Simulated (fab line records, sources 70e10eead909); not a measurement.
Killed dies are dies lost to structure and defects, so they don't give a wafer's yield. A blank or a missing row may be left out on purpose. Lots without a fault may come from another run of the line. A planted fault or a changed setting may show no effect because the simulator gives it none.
fab line records | flow nand_harc
record lots=5 wafers=15 last_day=24
route steps=1159 shown P_GATE@185 END@1159
lots that met no fault: from a run of the same line without faults
start_h: hours from the record's first day to the start of the lot's first wafer shown | wait_h: hours since the lot's step before | " the same as in the row above | L1.1+2: a row that stands for several wafers | - no value, or no start given | * or withheld: withheld | < > ~ a bound
route shown NAME@n: a module of which the file shows steps, and the number in the route of the first | usual: mean/standard deviation of fault-free wafers | same: alike in all rows | chamber/n: place in a boat | sites: the reading at each site | _std_site: their standard deviation | _edge_site: outer sites' mean less inner sites' | radius_mm: how far each site lies from the wafer's centre | mask NAME#n: copy n | behind: the tool/chamber that last shaped the wafer | hold: why the lot was held/for how many hours/how that ended | device: the transistor (n, p or np) that didn't switch | end of line: the same wafers' tests at the end of the route | a step without rows: its recipe alone | killed: dies lost to structure and defects at the first sort, not the wafer's yield | map: a wafer's dies, x killed, . not, _ none there
set.NAME: the setting as run; set.NAME@STEP: as run at that earlier step | model.NAME: the simulator's own value behind a step, which no gauge read
lots at some steps of the route; a table a step, a row a wafer
services: from which hour (start_h, from the record's first day; less than 0 if before it) a tool's chamber was out of use, for how many hours, and why
## steps
# step NHARC_P_GATE_CD_MEAS_59
# recipe target_cd_nm=720 landing_energy_ev=500
# usual cd_nm=720.4/1.6
# columns lot.wafer tool chamber start_h wait_h cd_nm
L327.3 cd_sem-03 0 108.19 - 719.7
L327.5 " 0 " " 721.1
L327.6 " 0 " " 720.8
L335.3 cd_sem-01 0 155.13 - 718.6
L335.4 " 0 " " 721.0
L335.6 " 0 " " 719.0
L337.2 cd_sem-03 0 178.75 - 720.8
L337.5 " 0 " " 722.2
L337.6 " 0 " " 719.9
L348.2 cd_sem-03 0 240.46 - 717.8
L348.3 " 0 " " 720.8
L348.5 " 0 " " 721.0
L349.2 cd_sem-02 0 241.04 - 720.7
L349.3 " 0 " " 718.4
L349.5 " 0 " " 719.4
# step NHARC_P_GATE_HARDBAKE_60
# recipe temp_c=125 time_s=80
# step NHARC_P_GATE_DESCUM_61
# recipe time_s=3 o2_flow_sccm=200 ar_flow_sccm=0 bias_power_w=0 chemistry=O2
# usual drypump_motor_current_A=5.7/0.43 oes_product_au=0.997/0.011 rf_vpp_V=57.9/0.9 showerhead_plenum_p_Torr=1.93/0.085 throttle_valve_pct=11.310/0.0079
# columns lot.wafer tool chamber start_h wait_h drypump_motor_current_A oes_product_au rf_hours_counter_h rf_vpp_V showerhead_plenum_p_Torr throttle_valve_pct
L327.3 rie_diel-01 1 108.34 - 5.6 0.998 47 57.7 1.94 11.312
L327.5 " 1 " " 5.6 1.014 - 57.3 1.94 11.304
L327.6 " 2 " " 5.5 0.987 - 59.2 1.91 11.308
L335.3 rie_diel-01 3 155.30 - 5.1 0.994 3 57.8 1.97 11.307
L335.4 " 1 " " 5.6 1.006 2 58.4 1.93 11.322
L335.6 " 2 " " 5.6 0.986 - 57.9 1.91 11.311
L337.2 rie_diel-08 2 178.94 - 5.6 1.006 16 58.3 1.78 11.299
L337.6 " 0 " " 5.5 1.000 - 58.0 1.97 11.314
L337.5 " 1 " " 5.2 1.015 - 57.4 1.88 11.309
L348.3 rie_diel-08 0 240.63 - 5.5 0.990 44 57.5 1.96 11.311
L348.2 " 2 " " 5.6 1.015 39 57.1 1.77 11.303
L348.5 " 0 " " 5.5 1.002 - 58.4 1.96 11.310
L349.2 rie_diel-07 1 241.20 - 5.4 0.983 1 57.0 2.03 11.300
L349.3 " 3 " " 6.8 1.008 1 57.7 2.01 11.302
L349.5 " 1 " " 5.4 1.004 - 60.0 2.04 11.317
# step NHARC_P_GATE_IMPLANT_62
# recipe energy_kev=20 dose_cm2=3e+15 tilt_deg=7
# step NHARC_P_GATE_STRIP_112
# recipe power_w=1500 temp_c=110 time_s=200 chemistry=N2/H2
# usual drypump_motor_current_A=5.5/0.42 heater_power_w=101/7.9
# columns lot.wafer tool chamber start_h wait_h drypump_motor_current_A heater_power_w rf_hours_counter_h
L327.3 plasma_asher-02 0 109.31 0.7 6.2 102 -
L327.5 " 0 " " 6.2 102 -
L327.6 " 1 " " 5.2 109 -
L335.4 plasma_asher-01 1 155.74 0.2 5.1 87 -
L335.3 " 0 " " 5.3 100 -
L335.6 " 1 " " 5.1 90 -
L337.2 plasma_asher-01 0 179.33 0.2 5.4 101 22
L337.5 " 1 " " 5.1 92 -
L337.6 " 0 " " 5.3 103 -
L348.2 plasma_asher-01 0 240.98 0.2 5.4 102 44
L348.3 " 0 " " 5.3 101 -
L348.5 " 0 " " 5.3 102 -
L349.2 plasma_asher-02 0 241.62 0.2 6.1 99 17
L349.3 " 1 " " 5.2 113 -
L349.5 " 0 " " 6.1 99 -
# step NHARC_P_GATE_STRIP_76
# recipe power_w=1500 temp_c=250 chemistry=O2
# usual drypump_motor_current_A=5.5/0.42 heater_power_w=379/30
# columns lot.wafer tool chamber start_h wait_h drypump_motor_current_A heater_power_w rf_hours_counter_h
L327.3 plasma_asher-02 0 109.51 0.2 6.1 389 -
L327.5 " 0 " " 6.2 382 -
L327.6 " 1 " " 5.2 419 -
L335.4 plasma_asher-01 1 155.93 0.2 5.1 329 -
L335.3 " 0 " " 5.3 377 -
L335.6 " 1 " " 5.1 342 -
L337.2 plasma_asher-01 0 179.55 0.2 5.3 380 22
L337.5 " 1 " " 5.1 335 -
L337.6 " 0 " " 5.3 381 -
L348.2 plasma_asher-01 0 241.24 0.2 5.3 380 44
L348.3 " 0 " " 5.3 381 -
L348.5 " 0 " " 5.4 380 -
L349.2 plasma_asher-02 0 241.85 0.2 6.1 368 17
L349.3 " 1 " " 5.2 444 -
L349.5 " 0 " " 6.2 369 -
# step NHARC_P_GATE_STRIP_63
# recipe time_s=900 temp_c=130 chemistry=SPM
# step NHARC_P_GATE_DEHYDRATE_83
# recipe temp_c=150 time_s=120
# step NHARC_P_GATE_HMDS_84
# recipe time_s=30
# step NHARC_P_GATE_COAT_85
# recipe spin_rpm=3000
# step NHARC_P_GATE_SOFTBAKE_86
# recipe temp_c=122 time_s=95
# step NHARC_P_GATE_EBR_87
# step NHARC_P_GATE_EXPOSE_88
# recipe na=0.6 target_cd_nm=2000 dose_mj=11.87 mask_id=P_HVN
# columns lot.wafer tool chamber start_h wait_h mask
L327.3+5+6 krf_scanner-02 0 110.25 - P_HVN#0
L335.3+4+6 krf_scanner-04 0 156.68 - P_HVN#0
L337.2+5+6 krf_scanner-04 0 180.31 - P_HVN_R1#0
L348.2+3+5 krf_scanner-04 0 242.02 - P_HVN#0
L349.2+3+5 krf_scanner-04 0 242.48 - P_HVN#0
# step NHARC_P_GATE_PEB_89
# recipe peb_temp_c=118 peb_time_s=85
# step NHARC_P_GATE_DEVELOP_90
# recipe time_s=70
# step NHARC_P_GATE_CD_MEAS_91
# recipe target_cd_nm=2000 landing_energy_ev=500
# usual cd_nm=2000.5/1.4
# columns lot.wafer tool chamber start_h wait_h cd_nm
L327.3 cd_sem-03 0 110.41 - 2001.3
L327.5 " 0 " " 2001.6
L327.6 " 0 " " 2000.6
L335.3 cd_sem-03 0 156.84 - 1999.1
L335.4 " 0 " " 2000.4
L335.6 " 0 " " 1999.4
L337.2 cd_sem-01 0 180.46 - 1976.0
L337.5 " 0 " " 1975.5
L337.6 " 0 " " 1976.3
L348.2 cd_sem-01 0 242.18 - 1998.8
L348.3 " 0 " " 2000.2
L348.5 " 0 " " 1999.5
L349.2 cd_sem-03 0 242.63 - 2001.1
L349.3 " 0 " " 2001.8
L349.5 " 0 " " 2001.0
# step NHARC_P_GATE_HARDBAKE_92
# recipe temp_c=125 time_s=80
# step NHARC_P_GATE_DESCUM_93
# recipe time_s=3 o2_flow_sccm=200 ar_flow_sccm=0 bias_power_w=0 chemistry=O2
# usual drypump_motor_current_A=5.7/0.45 oes_product_au=0.994/0.011 rf_vpp_V=57.8/0.95 showerhead_plenum_p_Torr=1.93/0.088 throttle_valve_pct=11.312/0.0091
# columns lot.wafer tool chamber start_h wait_h drypump_motor_current_A oes_product_au rf_hours_counter_h rf_vpp_V showerhead_plenum_p_Torr throttle_valve_pct model.P_GATE.cd_nm
L327.3 rie_diel-01 2 110.56 - 5.6 1.005 43 57.7 1.91 11.318 2000
L327.6 " 2 " " 5.6 0.991 - 59.0 1.91 11.326 2000
L327.5 " 3 " " 5.0 0.990 - 57.3 1.98 11.305 2002
L335.3 rie_diel-07 1 157.01 - 5.4 0.987 19 57.0 2.04 11.318 1999
L335.4 " 2 " " 5.5 0.995 18 57.8 1.86 11.312 2000
L335.6 " 0 " " 5.7 0.985 - 58.9 1.82 11.319 2000
L337.2 rie_diel-08 2 180.65 - 5.7 0.997 16 57.8 1.78 11.313 1976
L337.5 " 3 " " 6.0 0.988 - 57.8 1.99 11.316 1975
L337.6 " 0 " " 5.6 0.997 - 56.6 1.97 11.309 1977
L348.3 rie_diel-07 1 242.34 - 5.3 0.994 1 57.5 2.03 11.331 1999
L348.2 " 3 " " 6.8 0.999 1 58.9 2.01 11.316 1999
L348.5 " 2 " " 5.5 0.999 - 56.5 1.85 11.326 2000
L349.2 rie_diel-01 1 242.82 - 5.7 1.014 32 60.0 1.93 11.299 2002
L349.3 " 1 " " 5.7 1.019 - 57.1 1.93 11.306 2002
L349.5 " 1 " " 5.7 1.013 - 57.7 1.93 11.311 2001
# step NHARC_P_GATE_IMPLANT_94
# recipe energy_kev=60 dose_cm2=2e+15 tilt_deg=7
# step NHARC_END_SORT_01
# recipe temp_c=25
# usual killed_at_array=28/11 killed_at_other=0.6/0.85 killed_at_periphery=2.8/2.3 killed_dies=31/11 killed_open=3.1/1.6 killed_short=2.0/1.4
# same gross_dies=677
# columns lot.wafer tool chamber start_h wait_h killed_at_array killed_at_other killed_at_periphery killed_dies killed_open killed_short
L327.3 prober-01 0 445.23 3.1 35 0 1 36 4 5
L327.5 prober-01 0 446.86 3.8 27 1 2 30 2 0
L327.6 prober-01 0 447.67 4.1 24 0 0 24 4 1
L337.2 prober-02 0 516.34 2.8 30 0 0 30 1 0
L337.5 prober-02 0 518.71 3.7 34 0 3 37 3 0
L337.6 prober-02 0 519.50 3.9 31 0 2 33 2 1
# killed by level:class
L327.3 A_SLIT:chamber_film_flake=13 A_CHANNEL_FILL_D1:chamber_film_flake=5 A_WL_FILL:geometric_particle:short=3 A_CHANNEL_HOLE_D1:chamber_film_flake=3 A_CONTACT:geometric_particle:open=2 A_WL_FILL:chamber_film_flake=2 A_CONTACT:chamber_film_flake=2 A_M1:chamber_film_flake=2
L327.5 A_SLIT:chamber_film_flake=11 A_CHANNEL_FILL_D1:chamber_film_flake=6 A_STAIRCASE:chamber_film_flake=2 A_WL_FILL:chamber_film_flake=2 A_CONTACT:chamber_film_flake=2 A_M1:chamber_film_flake=2 P_GATE:geometric_particle:open=1 A_M0:geometric_particle:open=1
L327.6 A_SLIT:chamber_film_flake=8 A_CHANNEL_HOLE_D1:chamber_film_flake=5 A_CHANNEL_FILL_D1:chamber_film_flake=3 A_CONTACT:geometric_particle:open=2 A_WL_FILL:chamber_film_flake=2 A_CHANNEL_HOLE_D1:geometric_particle:short=1 A_CHANNEL_FILL_D1:geometric_particle:open=1 A_M0:geometric_particle:open=1
L337.2 A_SLIT:chamber_film_flake=16 A_CHANNEL_HOLE_D1:chamber_film_flake=5 A_STAIRCASE:chamber_film_flake=4 A_CONTACT:chamber_film_flake=2 A_M0:geometric_particle:open=1 A_WL_FILL:chamber_film_flake=1 A_M1:chamber_film_flake=1
L337.5 A_SLIT:chamber_film_flake=15 A_STAIRCASE:chamber_film_flake=7 A_CHANNEL_HOLE_D1:chamber_film_flake=6 A_CONTACT:chamber_film_flake=3 A_M0:geometric_particle:open=2 P_GATE:chamber_film_flake=2 A_SLIT:geometric_particle:open=1 P_ZERO_WELL:chamber_film_flake=1
L337.6 A_SLIT:chamber_film_flake=12 A_CHANNEL_HOLE_D1:chamber_film_flake=5 A_STAIRCASE:chamber_film_flake=5 A_CONTACT:chamber_film_flake=4 A_WL_FILL:chamber_film_flake=2 A_M1:chamber_film_flake=2 P_M0:geometric_particle:short=1 P_M0:geometric_particle:open=1
## services
# columns tool chamber start_h hours kind
plasma_asher-02 - 85.31 1.9 repair
rie_diel-01 0 93.05 - clean
rie_diel-01 1 93.05 - clean
rie_diel-01 2 93.05 - clean
plasma_asher-01 - 106.08 9.0 pm
plasma_asher-01 0 106.08 9.0 vent_cycle
plasma_asher-01 1 106.08 9.0 vent_cycle
rie_diel-08 2 107.24 12.5 repair
plasma_asher-01 0 115.08 - clean
plasma_asher-01 1 115.08 - clean
rie_diel-07 3 123.18 6.4 repair
rie_diel-08 - 124.80 9.0 pm
krf_scanner-04 - 125.93 16.3 repair
rie_diel-01 2 129.59 5.5 repair
rie_diel-01 - 138.37 9.0 pm
rie_diel-01 0 161.94 4.9 repair
rie_diel-08 2 164.66 7.4 repair
plasma_asher-02 - 183.27 9.0 pm
rie_diel-01 - 205.01 0.6 repair
krf_scanner-02 - 210.00 4.0 pm
rie_diel-01 3 213.66 4.4 repair
rie_diel-07 - 228.20 9.0 pm
rie_diel-01 3 240.27 4.8 repair
rie_diel-01 2 241.03 3.9 repair
## key
first_sign step=NHARC_P_GATE_EXPOSE_88 reading=mask direction=changed
effect step=NHARC_P_GATE_CD_MEAS_91 reading=cd_nm direction=down sigmas=18 usual=2000.5 struck=1975.9
model_effect step=NHARC_P_GATE_DESCUM_93 value=P_GATE.cd_nm without=2002 struck=1976
met_at NHARC_P_GATE_EXPOSE_88
struck_wafers L337.2,L337.5,L337.6
tester_left_out L337
onset_between 156.68 180.31
fault kind=wrong_mask tool=any chamber=- onset_h=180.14 steps=NHARC_P_GATE_EXPOSE_88 aux_copy=P_HVN_R1#0 cd_offset_nm=-26.243 scope=struck_lots_only
# tester_left_out: of these lots the tester's yield and bins aren't shown, on N5 and GAA mostly nor the transistor test; their killed dies are dies lost to structure and defects alone, not to doping, threshold or leakage, so they don't give the yield
